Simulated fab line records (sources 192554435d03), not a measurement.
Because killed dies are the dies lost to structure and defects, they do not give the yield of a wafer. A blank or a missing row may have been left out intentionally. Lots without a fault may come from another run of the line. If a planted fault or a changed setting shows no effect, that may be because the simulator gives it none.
A struck lot beside a sound one | flow n5 finfet | 14 steps out of a route of 1938
Sound: these wafers, L895.2, L895.5, L895.6. The struck wafers were L901.1, L901.3, L901.6. The cause comes at the end.
Each step with rows lists, per side, the tool, then ch with its chambers, then its first start. Under that, the readings that differ: sound wafers | struck wafers | difference of the means | sigmas: that difference in standard deviations of wafers without a fault.
alike: readings whose means differ by less than 2 such deviations, and words and numbers that are the same on both sides. not compared: withheld readings, readings that some wafer has no value for, bounds like >300 that may hide the same value, and numbers for which the record gives no deviation and whose values overlap.
A row with sigmas, a row that says differs or no value, or rows on one side alone: a step with any of these is where the two part. When numbers do not overlap yet have no deviation, they are printed without sigmas and do not part them. A reading missing from all wafers of one side parts the sides only when that side holds two or more wafers.

first, 1 step without rows for these wafers: N5_BEOL_M14_HARDBAKE_14 (time 120 s).
N5_BEOL_M14_CD_MEAS_10 targets a cd of 250 nm.
  sound on cd sem-02 ch 0, day 14 06:38; struck on cd sem-02 ch 0, day 16 01:56
  alike: cd nm
N5_BEOL_M14_OVL_MEAS_11:
  sound on overlay-02 ch 0, day 14 06:40; struck on overlay-02 ch 0, day 16 01:58
  alike: V13_OVL
N5_BEOL_M14_INSPECT_12: inspects for defects (macro).
  sound on defect inspect-01, day 14 06:41; struck on defect inspect-02, day 16 01:59
  alike: raw defect count
N5_BEOL_M14_DESCUM_15: chemistry O2, time 7.9 s.
  sound on rie diel-05 ch 0,1,3, day 14 06:43; struck on rie diel-03 ch 0,1,2, day 16 02:12
  alike: drypump motor current A, o2 flow sccm, oes product au, rf vpp V, showerhead plenum p Torr, throttle valve pct
  not compared: rf hours counter h
N5_BEOL_M14_ETCH_59: etches BARC in N2/H2, target depth 89 nm, overetch 26.7 nm, time 67.9 s.
  sound on rie diel-05 ch 0,1,3, day 14 06:46; struck on rie diel-03 ch 0,1,2, day 16 02:14
  reading      | sound       | struck      | difference | sigmas
  rf vpp V (V) | 524 522 517 | 528 528 528 | +7         | +2
  alike: drypump motor current A, n2 flow sccm, oes product au, showerhead plenum p Torr, throttle valve pct
  not compared: rf hours counter h
N5_BEOL_M14_VIA_ETCH_16: etches SiO2 in C4F8/O2/Ar, target depth 1231.3 nm.
  sound on rie diel-05 ch 0,1,3, day 14 06:49; struck on rie diel-03 ch 0,1,2, day 16 02:17
  alike: drypump motor current A, oes_o_777_au, oes product au, rf vpp V, showerhead plenum p Torr, throttle valve pct
N5_BEOL_M14_STRIP_63: strips in O2.
  sound: rie diel-05 ch 0,1,3; struck: rie diel-03 ch 0,1,2
  alike: drypump motor current A, o2 flow sccm, oes product au, rf vpp V, showerhead plenum p Torr, throttle valve pct
  not compared: rf hours counter h
N5_BEOL_M14_STRIP_64: strips in O2.
  sound: rie diel-05 ch 0,1,3; struck: rie diel-03 ch 0,1,2
  alike: drypump motor current A, o2 flow sccm, oes product au, rf vpp V, showerhead plenum p Torr, throttle valve pct
  not compared: rf hours counter h
then, 2 steps without rows for these wafers: N5_BEOL_M14_STRIP_71 (strips in post etch residue remover, time 60 s); N5_BEOL_M14_SRD_72 (time 30 s, dry time 30 s).
N5_BEOL_M14_CD_MEAS_17 targets a cd of 250 nm.
  sound on cd sem-01, day 14 07:10; struck on cd sem-03, day 16 02:38
  alike: cd nm
N5_BEOL_M14_COAT_65: time 60 s, resist thk 450 nm.
  sound on litho track-04 ch 0, day 14 07:11; struck on litho track-04 ch 0, day 16 02:40
  reading                                   | sound                | struck               | difference | sigmas
  spin speed rpm (rpm)                      | 1500.2 1499.2 1500.0 | 1545.2 1547.6 1546.8 | +46.7      | +47
  model.SOC_of_BEOL_M14_COAT_65.thk nm (nm) | 447.8 446.6 447.8    | 442.4 443.8 442.2    | -4.6       |
then, 1 step without rows for these wafers: N5_BEOL_M14_COAT_66 (time 60 s, resist thk 110 nm).

## WHERE THEY PART
First at N5_BEOL_M14_ETCH_59; last, within this record, at N5_BEOL_M14_COAT_65.

WHY: what the simulator had put in
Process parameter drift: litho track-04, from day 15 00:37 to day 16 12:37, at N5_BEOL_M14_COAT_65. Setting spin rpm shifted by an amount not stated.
